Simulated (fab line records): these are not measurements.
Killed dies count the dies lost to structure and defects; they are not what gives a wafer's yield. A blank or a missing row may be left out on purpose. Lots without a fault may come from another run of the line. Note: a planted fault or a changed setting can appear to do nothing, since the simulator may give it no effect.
Which tool was responsible?	flow nand-harc	Sampling: 12 lots, 34 wafers, 6 of 1159 route steps

== WHAT THE GAUGES READ, wafer by wafer ==
NHARC_END_SORT_01. Usual: killed-at-array 27, standard deviation 12; killed-at-other 0.9, standard deviation 1.1; killed-at-periphery 3.2, standard deviation 2.4; killed-dies 31, standard deviation 12; killed-open 3.3, standard deviation 1.7; killed-short 2.0, standard deviation 1.6.
lot	measured	on	killed-at-array	killed-at-other	killed-at-periphery	killed-dies	killed-open	killed-short	flag
L302	day 26 13:32	prober-01	120	0	3	123	4	5	OFF

== TOOL THAT RAN EACH LOT (tool first, then ch and the chambers of the sampled wafers, then the start) ==
lot	NHARC_A_CHANNEL_FILL_D1_STRIP_29	NHARC_A_STAIRCASE_ALD_420	NHARC_A_STAIRCASE_ETCH_444	NHARC_A_STAIRCASE_STRIP_446	NHARC_A_SGD_CUT_DESCUM_14
L284	rie-diel-02 ch 0,1,2, day 10 13:05	ald-hk-01 ch 0,1,2, day 12 05:14	rie-diel-11 ch 1,2, day 13 16:55	plasma-asher-01 ch 0,1, day 13 19:23	rie-diel-08 ch 0,1,3, day 14 00:50
L285	rie-diel-03 ch 0,1,3, day 10 20:22	ald-hk-04 ch 0,1,3, day 12 14:44	rie-diel-12 ch 0,2,3, day 13 21:14	plasma-asher-02 ch 0,1, day 13 23:22	rie-diel-08 ch 1,3, day 14 02:48
L288	rie-diel-02 ch 0,2, day 11 08:50	ald-hk-04 ch 0,1,2, day 13 01:29	rie-diel-07 ch 1,3, day 14 10:01	plasma-asher-02 ch 0,1, day 14 12:04	rie-diel-04 ch 1,3, day 14 15:38
L287	rie-diel-13 ch 0,3, day 11 08:59	ald-hk-01 ch 0,1, day 13 00:55	rie-diel-11 ch 1,2, day 14 10:31	plasma-asher-02 ch 0,1, day 14 13:20	rie-diel-01 ch 2,3, day 14 16:55
L289	rie-diel-02 ch 0,1,3, day 11 13:22	ald-hk-02 ch 1,2,3, day 13 05:53	rie-diel-11 ch 0,2,3, day 14 15:02	plasma-asher-01 ch 0,1, day 14 17:03	rie-diel-08 ch 1,2,3, day 14 20:40
L290	rie-diel-03 ch 1,2,3, day 12 04:54	ald-hk-04 ch 0,3, day 14 09:56	rie-diel-12 ch 0,1, day 15 22:20	plasma-asher-01 ch 0,1, day 16 00:56	rie-diel-01 ch 0,3, day 16 04:35
L292	rie-diel-02 ch 0,3, day 12 05:00	ald-hk-04 ch 1,2,3, day 14 03:54	rie-diel-07 ch 0,1, day 15 15:29	plasma-asher-01 ch 0,1, day 15 17:40	rie-diel-01 ch 1,2, day 15 21:10
L294	rie-diel-02 ch 1,2,3, day 13 02:47	ald-hk-04 ch 1,2, day 15 01:59	rie-diel-07 ch 0,1,3, day 16 07:52	plasma-asher-01 ch 0, day 16 09:55	rie-diel-08 ch 0,1,3, day 16 13:29
L302	rie-diel-13 ch 1, day 15 11:34	ald-hk-02 ch 1, day 17 05:33	rie-diel-11 ch 3, day 18 20:34	plasma-asher-01 ch 0, day 18 21:54	rie-diel-01 ch 2, day 19 05:43
L303	rie-diel-03 ch 0,1,2, day 15 13:58	ald-hk-02 ch 0,1,2, day 17 09:47	rie-diel-12 ch 1,2, day 19 06:08	plasma-asher-02 ch 0,1, day 19 08:32	rie-diel-08 ch 2,3, day 19 12:02
L306	rie-diel-03 ch 0,2,3, day 15 22:02	ald-hk-01 ch 1,2,3, day 17 17:16	rie-diel-12 ch 0,1, day 19 14:40	plasma-asher-02 ch 0,1, day 19 16:50	rie-diel-08 ch 0,3, day 19 20:11
L307	rie-diel-03 ch 0,2,3, day 16 20:10	ald-hk-01 ch 1,2,3, day 18 14:47	rie-diel-11 ch 0,1,3, day 20 03:33	plasma-asher-01 ch 0,1, day 20 06:16	rie-diel-08 ch 0,1,3, day 20 09:52
- NHARC_A_CHANNEL_FILL_D1_STRIP_29: strips in O2, time 20 s.
- NHARC_A_STAIRCASE_ALD_420: deposits SiO2, target thk 20 nm, pulse time 6 s, ald cycles 200.
- NHARC_A_STAIRCASE_ETCH_444: etches the open film in C4F8/O2, target depth 10200 nm, time 3400 s.
- NHARC_A_STAIRCASE_STRIP_446: strips in O2.
- NHARC_A_SGD_CUT_DESCUM_14: chemistry O2, time 3 s.

== WHAT THE TOOLS THEMSELVES READ (means of the sampled wafers that have a number; where no wafer has one, the mark that the record gives instead) ==
NHARC_A_CHANNEL_FILL_D1_STRIP_29. Usual: drypump-motor-current-A 5.8 A, standard deviation 0.32; oes-product-au 0.999 a.u., standard deviation 0.014; rf-vpp-V 57.7 V, standard deviation 0.83; showerhead-plenum-p-Torr 3.51 Torr, standard deviation 0.12; throttle-valve-pct 17.036 %, standard deviation 0.0086.
lot	tool	drypump-motor-current-A (A)	oes-product-au (a.u.)	rf-vpp-V (V)	showerhead-plenum-p-Torr (Torr)	throttle-valve-pct (%)	flag
L284	rie-diel-02	5.8	0.988	57.6	3.51	17.029	
L285	rie-diel-03	5.8	1.010	58.7	3.60	17.040	
L288	rie-diel-02	5.6	1.002	58.2	3.55	17.040	
L287	rie-diel-13	5.8	0.985	58.7	3.58	17.041	
L289	rie-diel-02	6.0	0.998	57.8	3.46	17.045	
L290	rie-diel-03	5.7	1.002	58.1	3.54	17.034	
L292	rie-diel-02	5.9	0.986	56.8	3.42	17.037	
L294	rie-diel-02	5.9	0.994	57.1	3.42	17.039	
L302	rie-diel-13	5.3	0.986	57.9	3.59	17.018	
L303	rie-diel-03	5.9	1.004	57.7	3.52	17.038	
L306	rie-diel-03	5.9	1.001	57.7	3.47	17.034	
L307	rie-diel-03	5.9	1.007	58.3	3.47	17.035	

NHARC_A_STAIRCASE_ALD_420. Usual: heater-power-w 478 W, standard deviation 50; precursor-pulse-height-rel 1.000, standard deviation 0.019.
lot	tool	heater-power-w (W)	precursor-pulse-height-rel	flag
L284	ald-hk-01	454	1.005	
L285	ald-hk-04	463	1.008	
L288	ald-hk-04	476	0.993	
L287	ald-hk-01	455	0.989	
L289	ald-hk-02	457	0.996	
L290	ald-hk-04	426	1.019	
L292	ald-hk-04	526	1.006	
L294	ald-hk-04	512	0.991	
L302	ald-hk-02	511	0.996	
L303	ald-hk-02	495	0.998	
L306	ald-hk-01	477	0.993	
L307	ald-hk-01	474	1.007	

NHARC_A_STAIRCASE_ETCH_444. Usual: oes-product-au 0.939 a.u., standard deviation 0.018; rf-vpp-V 808 V, standard deviation 4.1.
lot	tool	oes-product-au (a.u.)	rf-vpp-V (V)	flag
L284	rie-diel-11	0.937	808	
L285	rie-diel-12	0.925	809	
L288	rie-diel-07	0.934	808	
L287	rie-diel-11	0.922	808	
L289	rie-diel-11	0.932	805	
L290	rie-diel-12	0.938	807	
L292	rie-diel-07	0.926	804	
L294	rie-diel-07	0.934	807	
L302	rie-diel-11	0.937	810	
L303	rie-diel-12	0.936	811	
L306	rie-diel-12	0.945	808	
L307	rie-diel-11	0.926	809	

NHARC_A_STAIRCASE_STRIP_446. Usual: drypump-motor-current-A 5.9 A, standard deviation 0.4; heater-power-w 314 W, standard deviation 34.
lot	tool	drypump-motor-current-A (A)	heater-power-w (W)	flag
L284	plasma-asher-01	5.7	333	
L285	plasma-asher-02	6.2	299	
L288	plasma-asher-02	6.2	271	
L287	plasma-asher-02	6.2	274	
L289	plasma-asher-01	5.7	333	
L290	plasma-asher-01	5.5	331	
L292	plasma-asher-01	5.5	332	
L294	plasma-asher-01	5.3	326	
L302	plasma-asher-01	5.3	333	
L303	plasma-asher-02	6.2	300	
L306	plasma-asher-02	6.2	300	
L307	plasma-asher-01	5.8	350	

NHARC_A_SGD_CUT_DESCUM_14. Usual: drypump-motor-current-A 5.6 A, standard deviation 0.41; oes-product-au 0.997 a.u., standard deviation 0.012; rf-vpp-V 57.7 V, standard deviation 0.9; showerhead-plenum-p-Torr 1.90 Torr, standard deviation 0.089; throttle-valve-pct 11.313 %, standard deviation 0.0095.
lot	tool	drypump-motor-current-A (A)	oes-product-au (a.u.)	rf-vpp-V (V)	showerhead-plenum-p-Torr (Torr)	throttle-valve-pct (%)	flag
L284	rie-diel-08	5.7	0.992	57.3	1.89	11.319	
L285	rie-diel-08	5.5	0.986	58.2	1.87	11.323	
L288	rie-diel-04	6.0	0.998	58.2	1.93	11.321	
L287	rie-diel-01	5.7	1.003	58.5	1.98	11.313	
L289	rie-diel-08	5.7	0.987	58.0	1.91	11.319	
L290	rie-diel-01	5.2	1.009	57.8	1.90	11.314	
L292	rie-diel-01	5.4	0.997	58.8	1.90	11.306	
L294	rie-diel-08	5.7	0.999	57.6	1.89	11.305	
L302	rie-diel-01	5.7	0.987	59.5	2.04	11.302	
L303	rie-diel-08	5.6	0.992	57.4	1.82	11.316	
L306	rie-diel-08	5.7	0.988	57.0	1.82	11.317	
L307	rie-diel-08	5.7	1.001	58.3	1.89	11.319	

== THE ANSWER, worked out from the rows above alone ==
Rule: a lot is off if the mean of its wafers that have a number lies more than 3 standard deviations from the usual mean. A lot without any number at a reading at which 4 lots or more have one is off too. Any other lot the step has rows for is counted as sound. First the gauges in route order, then the tools' own readings, where a lot's mean is used as printed above. At the first step where some lot is off, the reading lying furthest off is the one used; lots without a number count as furthest.
Off: L302 (NHARC_END_SORT_01, killed-at-array). Neither off nor sound, because the step has no rows for them: L284, L285, L288, L287, L289, L290, L292, L294, L303, L306, L307.
If a tool, at a process step before that reading, ran all the lots that are off and no sound lot after the first of them, it fits. Those tools and the gauges at NHARC_END_SORT_01 are tried in the same way. Can't be told from this: 6 tools fit, rie-diel-13 at NHARC_A_CHANNEL_FILL_D1_STRIP_29, ald-hk-02 at NHARC_A_STAIRCASE_ALD_420, rie-diel-11 at NHARC_A_STAIRCASE_ETCH_444, plasma-asher-01 at NHARC_A_STAIRCASE_STRIP_446, rie-diel-01 at NHARC_A_SGD_CUT_DESCUM_14, prober-01 at NHARC_END_SORT_01.

== WHAT HAD BEEN PUT IN BY THE SIMULATOR ==
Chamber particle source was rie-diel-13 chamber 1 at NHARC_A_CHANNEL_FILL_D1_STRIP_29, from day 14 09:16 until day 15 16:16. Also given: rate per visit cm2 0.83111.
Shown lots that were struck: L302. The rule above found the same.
